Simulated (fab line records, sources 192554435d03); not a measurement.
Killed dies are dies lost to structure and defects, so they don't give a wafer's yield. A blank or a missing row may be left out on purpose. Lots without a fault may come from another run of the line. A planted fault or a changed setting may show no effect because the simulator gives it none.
Chamber matching | flow n5_finfet | N5_SD_EPI_N_LINER_46 on ald_sin-04: 4 sister chambers
The step material SiNx, target thk 3 nm. 4 wafers are shown with their chamber, then 10 later ones without.

WAFERS WITH THEIR CHAMBER
wafer  | chamber | heater_power_w (W)
L086.1 | 1       | 853
L087.4 | 0       | 695
L090.1 | 2       | 995
L090.2 | 3       | 754

WAFERS WITHOUT THEIR CHAMBER
wafer  | heater_power_w (W)
L090.4 | 731
L091.1 | 742
L091.3 | 1022
L091.6 | 753
L094.1 | 750
L094.2 | 1027
L094.3 | 709
L094.4 | 854
L094.5 | 714
L094.6 | 757

WHICH CHAMBER EACH WENT THROUGH
wafer  | from the rows above     | in truth
L090.4 | can't be placed: 3 or 0 | 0
L091.1 | 3                       | 3
L091.3 | 2                       | 2
L091.6 | 3                       | 3
L094.1 | 3                       | 3
L094.2 | 2                       | 2
L094.3 | can't be placed: 0 or 3 | 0
L094.4 | 1                       | 1
L094.5 | can't be placed: 0 or 3 | 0
L094.6 | 3                       | 3
Placed correctly: 7 of 10. Can't be placed from these rows: 3 (the true chamber is among the candidates in 3). Placed wrongly: 0.
How it was worked out, from the rows above alone: a wafer's distance from a chamber is the root of the sum, over the readings, of the square of ((its reading less the chamber's mean) divided by the reading's scatter). The wafer belongs to the nearest chamber; if the next one is less than 2 further off, it can't be placed. A chamber's mean is the mean of its shown wafers. The scatter: with one shown wafer a chamber, the root of the mean of the squares of how far each hidden wafer lies from its nearest shown one.
